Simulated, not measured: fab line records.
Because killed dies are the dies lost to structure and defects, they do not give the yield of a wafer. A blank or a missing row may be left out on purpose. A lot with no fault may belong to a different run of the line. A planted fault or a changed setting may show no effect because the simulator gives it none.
fab line records / flow nand-harc
record: lots: 5 wafers: 14 last-day: 34
route steps=1302 shown A_SOURCE_PLATE@418 A_ONON_D1@424 END@1302
lots untouched by any fault: they come from a run of this same line in which no faults occurred
start-h: start of the lot's first displayed wafer, in hours after the record's first day / wait-h: hours since the lot's step before / " the same as in the row above / L1.1+2: one row covering several wafers at once / - no value present, or no start provided / * or withheld: withheld / < > ~ a bound
route shown NAME@n: NAME is a module with steps in the file, n the number in the route of the first one / usual: average and standard deviation across the fault-free wafers / same: alike in all rows / chamber/n: place in a boat / sites: per-site readings / _std_site: standard deviation across them / _edge_site: outer sites' mean less inner sites' / radius-mm: for every site, how far away it sits from the centre of the wafer / mask NAME#n: copy n / behind: the last tool/chamber to shape the wafer / hold: reason for holding the lot/hours on hold/outcome of the hold / device: the n, p or np transistor that did not switch / end of line: the same wafers' tests at the end of the route / for a step that has no rows: nothing shown but its recipe / killed: the dies lost at the first sort to structure and to defects; this is not the yield of the wafer / map: the dies of a wafer, with x for killed, . for not killed, _ for no die there
set.NAME: the setting the step ran with; set.NAME@STEP: the setting that earlier step ran with / model.NAME: the simulator's own value behind a step, which no gauge read
lots at selected steps of the route; one table per step, one row per wafer
services: the hour from which a tool's chamber was out of use, counted from the record's first day as start-h (under 0 if before that day), plus the number of hours and why
== steps ==
step: NHARC_A_SOURCE_PLATE_CVD_03
recipe: target-thk-a: 2000 temp-c: 620 pressure-mtorr: 200 time-s: 4000 material: poly-Si
step: NHARC_A_SOURCE_PLATE_ANNEAL_05
recipe: temp-c: 850 time-s: 1800
step: NHARC_A_SOURCE_PLATE_THK_MEAS_06
recipe: thk-meas-gauge: ellipsometry
usual: thk-nm: 200.0/1.9
lot.wafer=L349.2 tool=film-metro-02 chamber=- start-h=176.21 wait-h=0.4 thk-nm=203.3
lot.wafer=L349.3 tool=film-metro-02 chamber=- start-h=176.21 wait-h=0.4 thk-nm=201.7
lot.wafer=L349.5 tool=film-metro-02 chamber=- start-h=176.21 wait-h=0.4 thk-nm=200.9
lot.wafer=L354.1 tool=film-metro-01 chamber=- start-h=240.69 wait-h=0.4 thk-nm=197.8
lot.wafer=L354.3 tool=film-metro-01 chamber=- start-h=240.69 wait-h=0.4 thk-nm=201.9
lot.wafer=L354.4 tool=film-metro-01 chamber=- start-h=240.69 wait-h=0.4 thk-nm=200.9
lot.wafer=L362.4 tool=film-metro-01 chamber=- start-h=309.51 wait-h=0.4 thk-nm=197.4
lot.wafer=L362.5 tool=film-metro-01 chamber=- start-h=309.51 wait-h=0.4 thk-nm=199.4
lot.wafer=L369.1 tool=film-metro-01 chamber=- start-h=388.90 wait-h=0.4 thk-nm=200.0
lot.wafer=L369.3 tool=film-metro-01 chamber=- start-h=388.90 wait-h=0.4 thk-nm=203.4
lot.wafer=L369.4 tool=film-metro-01 chamber=- start-h=388.90 wait-h=0.4 thk-nm=200.1
lot.wafer=L370.2 tool=film-metro-02 chamber=- start-h=388.90 wait-h=0.4 thk-nm=200.9
lot.wafer=L370.3 tool=film-metro-02 chamber=- start-h=388.90 wait-h=0.4 thk-nm=197.7
lot.wafer=L370.6 tool=film-metro-02 chamber=- start-h=388.90 wait-h=0.4 thk-nm=197.2
step: NHARC_A_SOURCE_PLATE_INSPECT_08
usual: raw-defect-count: 62/24
lot.wafer=L349.2 tool=defect-inspect-01 chamber=- start-h=176.30 wait-h=0.0 raw-defect-count=66
lot.wafer=L349.3 tool=defect-inspect-01 chamber=- start-h=176.30 wait-h=0.0 raw-defect-count=99
lot.wafer=L349.5 tool=defect-inspect-01 chamber=- start-h=176.30 wait-h=0.0 raw-defect-count=125
lot.wafer=L354.1 tool=defect-inspect-01 chamber=- start-h=240.78 wait-h=0.0 raw-defect-count=56
lot.wafer=L354.3 tool=defect-inspect-01 chamber=- start-h=240.78 wait-h=0.0 raw-defect-count=55
lot.wafer=L354.4 tool=defect-inspect-01 chamber=- start-h=240.78 wait-h=0.0 raw-defect-count=57
lot.wafer=L362.4 tool=defect-inspect-01 chamber=- start-h=309.59 wait-h=0.0 raw-defect-count=80
lot.wafer=L362.5 tool=defect-inspect-01 chamber=- start-h=309.59 wait-h=0.0 raw-defect-count=46
lot.wafer=L369.1 tool=defect-inspect-02 chamber=- start-h=388.96 wait-h=0.0 raw-defect-count=107
lot.wafer=L369.3 tool=defect-inspect-02 chamber=- start-h=388.96 wait-h=0.0 raw-defect-count=72
lot.wafer=L369.4 tool=defect-inspect-02 chamber=- start-h=388.96 wait-h=0.0 raw-defect-count=93
lot.wafer=L370.2 tool=defect-inspect-01 chamber=- start-h=388.97 wait-h=0.0 raw-defect-count=62
lot.wafer=L370.3 tool=defect-inspect-01 chamber=- start-h=388.97 wait-h=0.0 raw-defect-count=56
lot.wafer=L370.6 tool=defect-inspect-01 chamber=- start-h=388.97 wait-h=0.0 raw-defect-count=41
step: NHARC_A_ONON_D1_DEP_00
recipe: target-thk-a: 10000 n2-flow-sccm: 2750 n2o-flow-sccm: 2000 nh3-flow-sccm: 500 sih4-flow-sccm: 210 temp-c: 400
step: NHARC_A_ONON_D1_THK_MEAS_02
recipe: thk-meas-gauge: ellipsometry
usual: thk-nm: 998/13
lot.wafer=L349.2 tool=film-metro-02 chamber=- start-h=176.87 wait-h=- thk-nm=997
lot.wafer=L349.3 tool=film-metro-02 chamber=- start-h=176.87 wait-h=- thk-nm=994
lot.wafer=L349.5 tool=film-metro-02 chamber=- start-h=176.87 wait-h=- thk-nm=993
lot.wafer=L354.1 tool=film-metro-01 chamber=- start-h=241.54 wait-h=- thk-nm=985
lot.wafer=L354.3 tool=film-metro-01 chamber=- start-h=241.54 wait-h=- thk-nm=986
lot.wafer=L354.4 tool=film-metro-01 chamber=- start-h=241.54 wait-h=- thk-nm=985
lot.wafer=L362.4 tool=film-metro-02 chamber=- start-h=310.17 wait-h=- thk-nm=1019
lot.wafer=L362.5 tool=film-metro-02 chamber=- start-h=310.17 wait-h=- thk-nm=1019
lot.wafer=L370.2 tool=film-metro-01 chamber=- start-h=389.54 wait-h=- thk-nm=999
lot.wafer=L370.3 tool=film-metro-01 chamber=- start-h=389.54 wait-h=- thk-nm=1000
lot.wafer=L370.6 tool=film-metro-01 chamber=- start-h=389.54 wait-h=- thk-nm=998
lot.wafer=L369.1 tool=film-metro-02 chamber=- start-h=389.54 wait-h=- thk-nm=1004
lot.wafer=L369.3 tool=film-metro-02 chamber=- start-h=389.54 wait-h=- thk-nm=1003
lot.wafer=L369.4 tool=film-metro-02 chamber=- start-h=389.54 wait-h=- thk-nm=1001
step: NHARC_A_ONON_D1_DEP_03
recipe: target-thk-a: 10000 n2-flow-sccm: 2750 n2o-flow-sccm: 2000 nh3-flow-sccm: 500 sih4-flow-sccm: 210 temp-c: 400
step: NHARC_A_ONON_D1_THK_MEAS_05
recipe: thk-meas-gauge: ellipsometry
usual: thk-nm: 1002/11
lot.wafer=L349.2 tool=film-metro-01 chamber=- start-h=177.44 wait-h=- thk-nm=995
lot.wafer=L349.3 tool=film-metro-01 chamber=- start-h=177.44 wait-h=- thk-nm=996
lot.wafer=L349.5 tool=film-metro-01 chamber=- start-h=177.44 wait-h=- thk-nm=993
lot.wafer=L354.1 tool=film-metro-02 chamber=- start-h=242.10 wait-h=- thk-nm=987
lot.wafer=L354.3 tool=film-metro-02 chamber=- start-h=242.10 wait-h=- thk-nm=988
lot.wafer=L354.4 tool=film-metro-02 chamber=- start-h=242.10 wait-h=- thk-nm=986
lot.wafer=L362.4 tool=film-metro-02 chamber=- start-h=310.74 wait-h=- thk-nm=1011
lot.wafer=L362.5 tool=film-metro-02 chamber=- start-h=310.74 wait-h=- thk-nm=1011
lot.wafer=L370.2 tool=film-metro-02 chamber=- start-h=390.11 wait-h=- thk-nm=992
lot.wafer=L370.3 tool=film-metro-02 chamber=- start-h=390.11 wait-h=- thk-nm=991
lot.wafer=L370.6 tool=film-metro-02 chamber=- start-h=390.11 wait-h=- thk-nm=991
lot.wafer=L369.1 tool=film-metro-01 chamber=- start-h=390.11 wait-h=- thk-nm=994
lot.wafer=L369.3 tool=film-metro-01 chamber=- start-h=390.11 wait-h=- thk-nm=996
lot.wafer=L369.4 tool=film-metro-01 chamber=- start-h=390.11 wait-h=- thk-nm=995
step: NHARC_A_ONON_D1_DEP_06
recipe: target-thk-a: 10000 n2-flow-sccm: 2750 n2o-flow-sccm: 2000 nh3-flow-sccm: 500 sih4-flow-sccm: 210 temp-c: 400
step: NHARC_A_ONON_D1_THK_MEAS_08
recipe: thk-meas-gauge: ellipsometry
usual: thk-nm: 997/9.8
lot.wafer=L349.2 tool=film-metro-01 chamber=- start-h=178.01 wait-h=- thk-nm=987
lot.wafer=L349.3 tool=film-metro-01 chamber=- start-h=178.01 wait-h=- thk-nm=986
lot.wafer=L349.5 tool=film-metro-01 chamber=- start-h=178.01 wait-h=- thk-nm=988
lot.wafer=L354.1 tool=film-metro-02 chamber=- start-h=242.67 wait-h=- thk-nm=989
lot.wafer=L354.3 tool=film-metro-02 chamber=- start-h=242.67 wait-h=- thk-nm=988
lot.wafer=L354.4 tool=film-metro-02 chamber=- start-h=242.67 wait-h=- thk-nm=987
lot.wafer=L362.4 tool=film-metro-01 chamber=- start-h=311.30 wait-h=- thk-nm=1003
lot.wafer=L362.5 tool=film-metro-01 chamber=- start-h=311.30 wait-h=- thk-nm=1006
lot.wafer=L370.2 tool=film-metro-01 chamber=- start-h=390.67 wait-h=- thk-nm=984
lot.wafer=L370.3 tool=film-metro-01 chamber=- start-h=390.67 wait-h=- thk-nm=985
lot.wafer=L370.6 tool=film-metro-01 chamber=- start-h=390.67 wait-h=- thk-nm=986
lot.wafer=L369.1 tool=film-metro-02 chamber=- start-h=390.68 wait-h=- thk-nm=997
lot.wafer=L369.3 tool=film-metro-02 chamber=- start-h=390.68 wait-h=- thk-nm=995
lot.wafer=L369.4 tool=film-metro-02 chamber=- start-h=390.68 wait-h=- thk-nm=999
step: NHARC_A_ONON_D1_DEP_09
recipe: target-thk-a: 10000 n2-flow-sccm: 2750 n2o-flow-sccm: 2000 nh3-flow-sccm: 500 sih4-flow-sccm: 210 temp-c: 400
lot.wafer=L349.2+3+5 tool=pecvd-onon-01 chamber=0 start-h=178.12 wait-h=0.1
lot.wafer=L354.1+3+4 tool=pecvd-onon-02 chamber=0 start-h=242.73 wait-h=0.1
lot.wafer=L362.4+5 tool=pecvd-onon-02 chamber=0 start-h=311.86 wait-h=0.6
lot.wafer=L369.1+3+4 tool=pecvd-onon-01 chamber=0 start-h=390.74 wait-h=0.1
lot.wafer=L370.2+3+6 tool=pecvd-onon-04 chamber=0 start-h=390.79 wait-h=0.1
step: NHARC_A_ONON_D1_THK_MEAS_11
recipe: thk-meas-gauge: ellipsometry
usual: thk-nm: 999/10
lot.wafer=L349.2 tool=film-metro-01 chamber=- start-h=178.57 wait-h=- thk-nm=1000
lot.wafer=L349.3 tool=film-metro-01 chamber=- start-h=178.57 wait-h=- thk-nm=1000
lot.wafer=L349.5 tool=film-metro-01 chamber=- start-h=178.57 wait-h=- thk-nm=1001
lot.wafer=L354.1 tool=film-metro-02 chamber=- start-h=243.24 wait-h=- thk-nm=983
lot.wafer=L354.3 tool=film-metro-02 chamber=- start-h=243.24 wait-h=- thk-nm=985
lot.wafer=L354.4 tool=film-metro-02 chamber=- start-h=243.24 wait-h=- thk-nm=986
lot.wafer=L362.4 tool=film-metro-01 chamber=- start-h=312.19 wait-h=- thk-nm=1007
lot.wafer=L362.5 tool=film-metro-01 chamber=- start-h=312.19 wait-h=- thk-nm=1336
lot.wafer=L370.2 tool=film-metro-01 chamber=- start-h=391.25 wait-h=- thk-nm=1012
lot.wafer=L370.3 tool=film-metro-01 chamber=- start-h=391.25 wait-h=- thk-nm=1010
lot.wafer=L370.6 tool=film-metro-01 chamber=- start-h=391.25 wait-h=- thk-nm=1010
lot.wafer=L369.1 tool=film-metro-02 chamber=- start-h=391.25 wait-h=- thk-nm=1007
lot.wafer=L369.3 tool=film-metro-02 chamber=- start-h=391.25 wait-h=- thk-nm=1006
lot.wafer=L369.4 tool=film-metro-02 chamber=- start-h=391.25 wait-h=- thk-nm=1008
step: NHARC_A_ONON_D1_DEP_12
recipe: target-thk-a: 10000 n2-flow-sccm: 2750 n2o-flow-sccm: 2000 nh3-flow-sccm: 500 sih4-flow-sccm: 210 temp-c: 400
step: NHARC_END_SORT_01
recipe: temp-c: 25
usual: killed-at-array: 53/21 killed-at-other: 1.0/1.3 killed-at-periphery: 3.8/2.4 killed-dies: 58/21 killed-open: 3.4/1.9 killed-short: 2.4/1.5
same: gross-dies: 677
lot.wafer=L349.2 tool=prober-01 chamber=0 start-h=583.61 wait-h=2.8 killed-at-array=71 killed-at-other=0 killed-at-periphery=4 killed-dies=75 killed-open=3 killed-short=4
lot.wafer=L349.3 tool=prober-01 chamber=0 start-h=584.40 wait-h=3.1 killed-at-array=57 killed-at-other=0 killed-at-periphery=4 killed-dies=61 killed-open=1 killed-short=4
lot.wafer=L349.5 tool=prober-01 chamber=0 start-h=585.99 wait-h=3.7 killed-at-array=69 killed-at-other=0 killed-at-periphery=1 killed-dies=70 killed-open=3 killed-short=1
lot.wafer=L362.4 tool=prober-01 chamber=0 start-h=721.69 wait-h=3.4 killed-at-array=25 killed-at-other=1 killed-at-periphery=3 killed-dies=29 killed-open=4 killed-short=3
lot.wafer=L362.5 tool=prober-01 chamber=0 start-h=722.50 wait-h=3.7 killed-at-array=672 killed-at-other=0 killed-at-periphery=5 killed-dies=677 killed-open=4 killed-short=2
lot.wafer=L369.1 tool=prober-02 chamber=0 start-h=804.97 wait-h=2.5 killed-at-array=28 killed-at-other=0 killed-at-periphery=3 killed-dies=31 killed-open=4 killed-short=2
lot.wafer=L369.3 tool=prober-02 chamber=0 start-h=806.55 wait-h=3.1 killed-at-array=21 killed-at-other=1 killed-at-periphery=3 killed-dies=25 killed-open=3 killed-short=1
lot.wafer=L369.4 tool=prober-02 chamber=0 start-h=807.33 wait-h=3.4 killed-at-array=36 killed-at-other=0 killed-at-periphery=5 killed-dies=41 killed-open=1 killed-short=2
killed by level:class
L349.2 A_CHANNEL_HOLE_D2:chamber-film-flake=32 A_SLIT:chamber-film-flake=17 A_STAIRCASE:chamber-film-flake=10 A_CHANNEL_HOLE_D1:chamber-film-flake=3 A_WL_FILL:geometric-particle:short=2 P_ZERO_WELL:chamber-film-flake=2 P_M0:chamber-film-flake=2 A_CONTACT:chamber-film-flake=2
L349.3 A_CHANNEL_HOLE_D2:chamber-film-flake=30 A_SLIT:chamber-film-flake=13 A_STAIRCASE:chamber-film-flake=7 A_CONTACT:chamber-film-flake=3 P_GATE:chamber-film-flake=2 P_STI:geometric-particle:open=1 P_CONTACT:geometric-particle:short=1 A_ONON_D2:geometric-particle:short=1
L349.5 A_CHANNEL_HOLE_D2:chamber-film-flake=38 A_SLIT:chamber-film-flake=17 A_STAIRCASE:chamber-film-flake=7 A_ONON_D1:geometric-particle:open=1 A_CHANNEL_HOLE_D1:geometric-particle:short=1 A_CHANNEL_FILL_D1:geometric-particle:open=1 A_DECK1_JOINT:geometric-particle:open=1 P_ZERO_WELL:chamber-film-flake=1
L362.4 A_CHANNEL_HOLE_D1:chamber-film-flake=10 A_ZERO_WELL:chamber-film-flake=2 A_CHANNEL_FILL_D1:chamber-film-flake=2 A_SLIT:chamber-film-flake=2 A_CONTACT:chamber-film-flake=2 P_CONTACT:geometric-particle:open=1 P_M1:geometric-particle:open=1 A_SOURCE_PLATE:geometric-particle:short=1
L362.5 A_ONON_D1:area-dep=648 A_CHANNEL_HOLE_D1:chamber-film-flake=6 A_SLIT:chamber-film-flake=4 A_ONON_D1:geometric-particle:open=2 A_CHANNEL_FILL_D2:chamber-film-flake=2 A_STAIRCASE:chamber-film-flake=2 A_WL_FILL:chamber-film-flake=2 P_M0:geometric-particle:short=1
L369.1 A_CONTACT:chamber-film-flake=15 A_SLIT:chamber-film-flake=7 A_ONON_D2:geometric-particle:open=2 A_WL_FILL:chamber-film-flake=2 P_STI:geometric-particle:short=1 P_GATE:geometric-particle:open=1 A_WL_FILL:geometric-particle:short=1 A_CONTACT:geometric-particle:open=1
L369.3 A_SLIT:chamber-film-flake=8 A_CONTACT:chamber-film-flake=5 A_CHANNEL_HOLE_D2:chamber-film-flake=4 P_ZERO_WELL:geometric-particle:open=1 A_ONON_D2:geometric-particle:open=1 A_CONTACT:geometric-particle:open=1 STARTING-WAFER:geometric-particle:short=1 P_STI:chamber-film-flake=1
L369.4 A_SLIT:chamber-film-flake=12 A_CONTACT:chamber-film-flake=10 A_STAIRCASE:chamber-film-flake=3 A_SOURCE_PLATE:geometric-particle:short=2 P_M1:chamber-film-flake=2 A_CHANNEL_FILL_D1:chamber-film-flake=2 A_DECK1_JOINT:chamber-film-flake=2 A_CHANNEL_HOLE_D2:chamber-film-flake=2
map L362.5 (x killed, . not)
____________x____________
_________xxxxxxx_________
_______xxxxxxxxxxx_______
______xxxxxxxxxxxxx______
_____xxxxxxxxxxxxxxx_____
____xxxxxxxxxxxxxxxxx____
____xxxxxxxxxxxxxxxxx____
___xxxxxxxxxxxxxxxxxxx___
___xxxxxxxxxxxxxxxxxxx___
__xxxxxxxxxxxxxxxxxxxxx__
__xxxxxxxxxxxxxxxxxxxxx__
_xxxxxxxxxxxxxxxxxxxxxxx_
_xxxxxxxxxxxxxxxxxxxxxxx_
_xxxxxxxxxxxxxxxxxxxxxxx_
_xxxxxxxxxxxxxxxxxxxxxxx_
_xxxxxxxxxxxxxxxxxxxxxxx_
xxxxxxxxxxxxxxxxxxxxxxxxx
xxxxxxxxxxxxxxxxxxxxxxxxx
xxxxxxxxxxxxxxxxxxxxxxxxx
xxxxxxxxxxxxxxxxxxxxxxxxx
xxxxxxxxxxxxxxxxxxxxxxxxx
_xxxxxxxxxxxxxxxxxxxxxxx_
_xxxxxxxxxxxxxxxxxxxxxxx_
_xxxxxxxxxxxxxxxxxxxxxxx_
_xxxxxxxxxxxxxxxxxxxxxxx_
_xxxxxxxxxxxxxxxxxxxxxxx_
__xxxxxxxxxxxxxxxxxxxxx__
__xxxxxxxxxxxxxxxxxxxxx__
___xxxxxxxxxxxxxxxxxxx___
___xxxxxxxxxxxxxxxxxxx___
____xxxxxxxxxxxxxxxxx____
____xxxxxxxxxxxxxxxxx____
_____xxxxxxxxxxxxxxx_____
______xxxxxxxxxxxxx______
_______xxxxxxxxxxx_______
_________xxxxxxx_________
____________x____________
map L354.3 (x killed, . not)
____________x____________
_________..xx.xx_________
_______.....xx..x._______
______.......xxx...______
_____.........xx...._____
____x.........x.....x____
____.....x...........____
___...x...............___
___xx.................___
__.........x........x..__
__.......x.............__
_......................._
_......................._
_......................._
_.......x....x.........._
_......................._
..........x.x............
........................x
.........................
.........................
...........x............x
_......................._
_......................x_
_......................._
_......................._
_......................._
__............x........__
__.....................__
___.x.................___
___..............x....___
____.................____
____....x............____
_____x.............._____
______.............______
_______..x....x..._______
_________......._________
____________.____________
== services ==
tool=pecvd-onon-02 chamber=- start-h=185.03 hours=13.0 kind=pm
tool=pecvd-onon-01 chamber=- start-h=217.97 hours=4.4 kind=repair
tool=pecvd-onon-04 chamber=- start-h=235.01 hours=6.0 kind=repair
tool=pecvd-onon-01 chamber=- start-h=269.95 hours=13.0 kind=pm
tool=pecvd-onon-04 chamber=- start-h=311.12 hours=13.0 kind=pm
tool=pecvd-onon-02 chamber=- start-h=366.03 hours=13.0 kind=pm
== key ==
first-sign: step: NHARC_A_ONON_D1_THK_MEAS_11 reading: thk-nm direction: up sigmas: 33 usual: 999 struck: 1336
effect: step: NHARC_END_SORT_01 reading: killed-dies direction: up sigmas: 30 usual: 58 struck: 677
more-kills-born-at: NHARC_A_ONON_D1_DEP_09@pecvd-onon-02: 648
met-at NHARC_A_ONON_D1_DEP_09
struck-wafers L362.5
later-rows-left-out L362.5
tester-left-out L362
onset-between 242.73 311.86
fault: kind: process-parameter-drift tool: pecvd-onon-02 chamber: - onset-h: 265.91 steps: NHARC_A_ONON_D1_DEP_09 channel: target-thk-a offset: * shape: step end-h: 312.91 scope: struck-wafers-only acts-in: * stated: *
tester-left-out: of these lots the tester's yield and bins aren't shown, on N5 and GAA mostly nor the transistor test; their killed dies are dies lost to structure and defects alone, not to doping, threshold or leakage, so they don't give the yield
later-rows-left-out: the simulator's readings of these wafers behind a module that went badly wrong aren't trusted and aren't shown, but for the sort
